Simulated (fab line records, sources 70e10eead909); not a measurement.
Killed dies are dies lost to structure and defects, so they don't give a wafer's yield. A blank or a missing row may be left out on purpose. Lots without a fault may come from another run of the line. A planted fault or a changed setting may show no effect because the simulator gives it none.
Chamber matching | flow nand_harc | NHARC_A_M0_CMP_23 on cmp-02: 4 sister chambers
The step polishes, t overpolish 20 s, target thk 113.75 nm. 14 wafers are shown with their chamber, then 7 later ones without.

WAFERS WITH THEIR CHAMBER
wafer  | chamber | motor_current_A (A) | time_to_endpoint_s (s) | edge_zone_pressure_frac
L682.3 | 3       | 10.6                | 27.1                   | 1.001
L682.4 | 1       | 13.6                | 29.0                   | 1.000
L682.5 | 3       | 10.8                | 25.1                   | 1.004
L688.1 | 2       | 13.0                | 29.4                   | 1.003
L688.3 | 3       | 11.4                | 27.2                   | 1.016
L688.6 | 0       | 11.5                | 28.3                   | 1.001
L691.1 | 2       | 13.0                | 33.0                   | 1.003
L691.5 | 3       | 10.8                | 25.8                   | 1.003
L691.6 | 2       | 13.0                | 28.1                   | 1.001
L694.2 | 0       | 11.1                | 30.5                   | 1.003
L694.4 | 1       | 13.1                | 30.7                   | 1.000
L694.6 | 2       | 13.3                | 32.6                   | 1.003
L696.3 | 1       | 13.1                | 28.8                   | 1.000
L696.5 | 2       | 12.4                | 28.2                   | 1.001

SIGNATURES (means of the wafers above)
reading                 | chamber 0 | chamber 1 | chamber 2 | chamber 3 | scatter within a chamber
motor_current_A         | 11.300    | 13.267    | 12.940    | 10.900    | 0.322
time_to_endpoint_s      | 29.400    | 29.500    | 30.260    | 26.300    | 1.74
edge_zone_pressure_frac | 1.00200   | 1.00000   | 1.00220   | 1.00600   | 0.00381
Rule: a wafer's distance from a chamber is the root of the sum, over the readings, of the square of ((its reading less the chamber's mean) divided by the reading's scatter). The wafer belongs to the nearest chamber; if the next one is less than 2 further off, it can't be placed. The scatter: the root of (the sum of the squares of (reading less its chamber's mean) over the shown wafers, divided by (wafers less chambers)).

WAFERS WITHOUT THEIR CHAMBER
wafer  | motor_current_A (A) | time_to_endpoint_s (s) | edge_zone_pressure_frac
L696.6 | 13.1                | 26.8                   | 1.002
L699.1 | 11.1                | 29.2                   | 1.002
L699.3 | 12.5                | 29.8                   | 1.000
L699.5 | 12.0                | 31.2                   | 0.995
L700.1 | 10.4                | 22.9                   | 1.001
L700.3 | 13.2                | 26.1                   | 0.998
L700.6 | 12.5                | 28.3                   | 0.996

WHICH CHAMBER EACH WENT THROUGH
wafer  | from the rows above          | in truth
L696.6 | can't be placed: 1 or 2      | 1
L699.1 | can't be placed: 0 or 3      | 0
L699.3 | can't be placed: 2 or 1      | 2
L699.5 | can't be placed: 0 or 2 or 1 | 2
L700.1 | can't be placed: 3 or 0      | 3
L700.3 | can't be placed: 1 or 2      | 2
L700.6 | can't be placed: 2 or 1 or 0 | 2
Placed correctly: 0 of 7. Can't be placed from these rows: 7 (the true chamber is among the candidates in 7). Placed wrongly: 0.
